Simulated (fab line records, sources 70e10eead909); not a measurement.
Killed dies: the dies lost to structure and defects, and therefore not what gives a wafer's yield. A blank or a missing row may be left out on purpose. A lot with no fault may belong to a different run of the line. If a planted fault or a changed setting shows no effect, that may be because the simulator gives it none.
Chamber matching :: flow nandHarc :: rieDiel-04 running NHARC_P_CONTACT_ETCH_35: 4 sister chambers
The step etches the open film in CF4, target depth 39 nm, time 65 s. 4 wafers are shown with their chamber, then 11 later ones without.

## WAFERS WITH THEIR CHAMBER
wafer: L086.2
chamber: 1
drypumpMotorCurrentA (A): 5.2

wafer: L086.3
chamber: 2
drypumpMotorCurrentA (A): 5.8

wafer: L086.5
chamber: 0
drypumpMotorCurrentA (A): 6.6

wafer: L090.1
chamber: 3
drypumpMotorCurrentA (A): 5.1

## WAFERS MISSING THEIR CHAMBER
wafer: L090.3
drypumpMotorCurrentA (A): 5.2

wafer: L090.4
drypumpMotorCurrentA (A): 5.1

wafer: L092.3
drypumpMotorCurrentA (A): 5.2

wafer: L092.4
drypumpMotorCurrentA (A): 5.8

wafer: L092.5
drypumpMotorCurrentA (A): 5.9

wafer: L095.3
drypumpMotorCurrentA (A): 5.1

wafer: L095.4
drypumpMotorCurrentA (A): 5.2

wafer: L095.5
drypumpMotorCurrentA (A): 5.1

wafer: L097.3
drypumpMotorCurrentA (A): 5.2

wafer: L097.5
drypumpMotorCurrentA (A): 5.2

wafer: L097.6
drypumpMotorCurrentA (A): 6.6

## CHAMBER TAKEN BY EACH
wafer: L090.3
from the rows above: 1
in truth: 1

wafer: L090.4
from the rows above: 3
in truth: 3

wafer: L092.3
from the rows above: 1
in truth: 1

wafer: L092.4
from the rows above: 2
in truth: 2

wafer: L092.5
from the rows above: 2
in truth: 2

wafer: L095.3
from the rows above: 3
in truth: 3

wafer: L095.4
from the rows above: 1
in truth: 1

wafer: L095.5
from the rows above: 3
in truth: 3

wafer: L097.3
from the rows above: 1
in truth: 1

wafer: L097.5
from the rows above: 1
in truth: 1

wafer: L097.6
from the rows above: 0
in truth: 0
Correct placement for 11 of the 11. Left unplaced by these rows: 0. Placed wrongly: 0.
How it was worked out, from the rows above alone: a wafer's distance from a chamber is the root of the sum, over the readings, of the square of ((its reading less the chamber's mean) divided by the reading's scatter). If the next closest chamber is less than 2 further off than the closest, the wafer can't be placed; otherwise it belongs to the closest. The mean given for a chamber averages the wafers shown for that chamber. The scatter: root of mean squared gap, hidden wafer to nearest shown wafer, with one shown wafer a chamber.
